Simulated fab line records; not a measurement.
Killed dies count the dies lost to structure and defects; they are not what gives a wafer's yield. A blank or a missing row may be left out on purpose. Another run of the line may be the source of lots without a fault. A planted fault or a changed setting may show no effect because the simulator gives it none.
Split-lot trial | flow n5 finfet | on a route of 1938 steps: 7 lots, 21 wafers read

## THE SPLIT ITSELF
At N5_BEOL_M15_TRENCH_ETCH_34 (etches SiO2 in C4F8/O2/Ar, target depth 872.93 nm, time 199 s), the setting time s was moved away from the recipe's 199 s on 5 of the 21 wafers read, by -20.6% to +15.5%. The other wafers ran this setting at the recipe's value.

## FROM THE SPLIT TO THE READING: what the file shows between them, 6 steps
- N5_BEOL_M15_SPUTTER_45: material Cu, target thk 100 nm, time 16.67 s (also split here: time s)
- N5_BEOL_M15_ECD_47: material Cu, target thk 1860 nm
- N5_BEOL_M15_ANNEAL_48: time 90 s
- N5_BEOL_M15_CMP_49: polishes, stops on SiO2, t overpolish 4.9 s, target thk 850 nm
- N5_BEOL_M15_PRE_CLEAN_52: time 15 s
- N5_BEOL_M15_DEP_53: deposits SiCN from 3MS/NH3, target thk 50 nm, time 17.8 s

## THE READING
M15_RS (ohm/sq), read at N5_BEOL_M15_RS_MEAS_54 with a four-point probe. A value of 0.0217 ohm/sq with a standard deviation of 0.00051 ohm/sq is what fault-free wafers of this fab line usually give.

wafer  | tool, chamber at the split | time s as run, s | against the recipe | M15_RS, ohm/sq | against lot-mates on the recipe
L078.1 | rie diel-02, 3             | 199              | recipe             | 0.0222         | -
L078.5 | rie diel-02, 3             | 199              | recipe             | 0.0222         | -
L078.6 | rie diel-02, 0             | 199              | recipe             | 0.0218         | -
L084.4 | rie diel-02, 1             | 199              | recipe             | 0.0215         | -
L084.5 | rie diel-02, 1             | 199              | recipe             | 0.0214         | -
L084.6 | rie diel-02, 0             | 199              | recipe             | 0.0217         | -
L085.4 | rie diel-02, 1             | 199              | recipe             | 0.0217         | -
L085.5 | rie diel-02, 0             | 199              | recipe             | 0.0219         | -
L085.6 | rie diel-02, 1             | 199              | recipe             | 0.0216         | -
L087.3 | rie diel-02, 2             | 229.8            | +15.5%             | 0.0198         | -0.0030
L087.5 | rie diel-02, 2             | 199              | recipe             | 0.0228         | -
L087.6 | rie diel-02, 3             | 229.8            | +15.5%             | 0.0193         | -0.0035
L089.1 | rie diel-06, 0             | 199              | recipe             | 0.0216         | -
L089.2 | rie diel-06, 1             | 199              | recipe             | 0.0219         | -
L089.4 | rie diel-06, 3             | 220              | +10.6%             | 0.0193         | -0.0024
L094.1 | rie diel-05, 2             | 199              | recipe             | 0.0215         | -
L094.4 | rie diel-05, 0             | 199              | recipe             | 0.0217         | -
L094.5 | rie diel-05, 3             | 158.1            | -20.6%             | 0.0289         | +0.0073
L097.1 | rie diel-02, 3             | 220.1            | +10.6%             | 0.0199         | -0.0021
L097.2 | rie diel-02, 0             | 199              | recipe             | 0.0217         | -
L097.6 | rie diel-02, 3             | 199              | recipe             | 0.0223         | -

THE FIT
A straight line over all 21 wafers: M15_RS changes by -0.000242 ohm/sq for each +1% of time s; r = -0.93; the points scatter about the line by 0.00071 ohm/sq.
The same after taking each lot's own level away (the mean of its wafers on the recipe; 21 wafers): -0.000272 ohm/sq for each +1%; r = -0.97; scatter 0.00051 ohm/sq.
According to that fit, moving time s by its largest amount changes the reading by 0.0056 ohm/sq.
The lots' own levels span 0.02153 to 0.02280 ohm/sq, that is 2.5 times the standard deviation above.
So the slope is not independent of the lot-to-lot level: the two fits are not the same.
Check: for one of the wafers moved furthest among these (-20.6%), held out of the fit, the line's prediction against its lot-mates is +0.00435 ohm/sq. Against them it came out at +0.0073 ohm/sq.

## OTHER SPLITS ON THESE WAFERS
Note: prior to the reading, these wafers also went through further splits. Each is held against what the fit with the lots' levels taken away leaves over:
other split on the same wafers | wafers away from the commonest value | r with M15_RS (lot level and that fit taken away)
N5_BEOL_M15_SPUTTER_45 time s  | 7                                    | +0.02

## THE WHOLE CHAIN: every reading that the file lists as answering this split, in the file's order
step                       | what it does                                                   | reading                                                                          | change (the file's fit)              | r (the file's)
N5_BEOL_M15_TRENCH_ETCH_34 | etches SiO2 in C4F8/O2/Ar, target depth 872.93 nm, time 199 s  | etch.depth nm (the simulator's own value, which no gauge read)                   | +9.56 nm for each +1% of the setting | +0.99
N5_BEOL_M15_TRENCH_ETCH_34 | etches SiO2 in C4F8/O2/Ar, target depth 872.93 nm, time 199 s  | coat_of_BEOL_M15_COAT_22.thk nm (the simulator's own value, which no gauge read) | -2.04 nm for each +1% of the setting | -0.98
N5_BEOL_M15_CMP_49         | polishes, stops on SiO2, t overpolish 4.9 s, target thk 850 nm | Cu_of_BEOL_M15_ECD_47.thk nm (the simulator's own value, which no gauge read)    | +9.98 nm for each +1% of the setting | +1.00
N5_BEOL_M15_RS_MEAS_54     | measures by four-point-probe                                   | M15_RS                                                                           | -0.00028 for each +1% of the setting | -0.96

## FILE'S OWN FIT
M15_RS changes by -0.00028 ohm/sq for each +1% of time s, r = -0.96.
